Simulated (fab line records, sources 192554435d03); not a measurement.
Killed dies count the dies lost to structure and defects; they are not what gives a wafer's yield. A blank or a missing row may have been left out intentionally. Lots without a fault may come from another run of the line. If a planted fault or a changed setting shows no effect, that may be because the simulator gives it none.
Lot-split experiment -- flow n5Finfet -- on a route of 1938 steps: 7 lots, 21 wafers read

THE SPLIT
At N5_DUMMY_GATE_COAT_28 (time 60 s, resist thk 10 nm), the setting spinRpm was moved away from the recipe's 1500 rpm on 6 of the 21 wafers read, by +4.7% to +8.3%. For the rest of the wafers, this setting stayed at what the recipe calls for.

The split's own step is where the reading is taken.

THE READING
underlayer_of_DUMMY_GATE_COAT_28.thkNm (the simulator's own value, which no gauge read), in nm, at N5_DUMMY_GATE_COAT_28 (time 60 s, resist thk 10 nm). No usual value for it is given in the file.

wafer,"tool, chamber at the split","spinRpm as run, rpm",against the recipe,"underlayer_of_DUMMY_GATE_COAT_28.thkNm, nm",against lot-mates on the recipe
L075.1,"lithoTrack-01, 0",1500,recipe,10,-
L075.2,"lithoTrack-01, 0",1500,recipe,10,-
L075.5,"lithoTrack-01, 0",1500,recipe,10,-
L081.1,"lithoTrack-04, 0",1500,recipe,10,-
L081.2,"lithoTrack-04, 0",1570,+4.7%,9.8,-0.2
L081.5,"lithoTrack-04, 0",1570,+4.7%,9.8,-0.2
L084.1,"lithoTrack-02, 0",1500,recipe,10,-
L084.3,"lithoTrack-02, 0",1500,recipe,10,-
L084.6,"lithoTrack-02, 0",1500,recipe,10,-
L089.3,"lithoTrack-04, 0",1500,recipe,10,-
L089.5,"lithoTrack-04, 0",1500,recipe,10,-
L089.6,"lithoTrack-04, 0",1500,recipe,10,-
L092.3,"lithoTrack-02, 0",1500,recipe,10,-
L092.4,"lithoTrack-02, 0",1500,recipe,10,-
L092.5,"lithoTrack-02, 0",1500,recipe,10,-
L094.1,"lithoTrack-01, 0",1580,+5.3%,9.8,-0.2
L094.6,"lithoTrack-01, 0",1580,+5.3%,9.8,-0.2
L094.3,"lithoTrack-01, 0",1500,recipe,10,-
L096.1,"lithoTrack-04, 0",1624,+8.3%,9.6,-0.4
L096.6,"lithoTrack-04, 0",1624,+8.3%,9.6,-0.4
L096.3,"lithoTrack-04, 0",1500,recipe,10,-

THE FIT
A straight line over all 21 wafers: underlayer_of_DUMMY_GATE_COAT_28.thkNm changes by -0.0451 nm for each +1% of spinRpm; r = -0.99; the points scatter about the line by 0.016 nm.
The same after taking each lot's own level away (the mean of its wafers on the recipe; 21 wafers): -0.0451 nm for each +1%; r = -0.99; scatter 0.016 nm.
Per that fit: largest spinRpm move, reading shift of 0.37 nm.
The lots' own levels span 10.00 to 10.00 nm.
Consequently the slope shifts little with the lot-to-lot level, the two slopes agreeing.
Check: -0.358 nm against its lot-mates is what the line predicts for one of the wafers moved furthest among these (+8.3%) when that wafer is left out of the fit. It came out at -0.4 nm against them.

OTHER SPLITS APPLIED TO THESE WAFERS
Note: prior to the reading, these wafers also went through further splits. Each is held against what the fit with the lots' levels taken away leaves over:
other split on the same wafers,wafers away from the commonest value,r with underlayer_of_DUMMY_GATE_COAT_28.thkNm (lot level and that fit taken away)
N5_FIN_SAQP_PEB_14 pebTimeS,8,-0.52
N5_FIN_SAQP_DEVELOP_15 developTimeS,5,-0.20
N5_FIN_SAQP_FIN_ETCH_36 icpW,7,-0.40
N5_FIN_CUT_COAT_02 spinRpm,10,-0.25

FILE'S OWN FIT
underlayer_of_DUMMY_GATE_COAT_28.thkNm changes by -0.0448 nm for each +1% of spinRpm, r = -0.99.
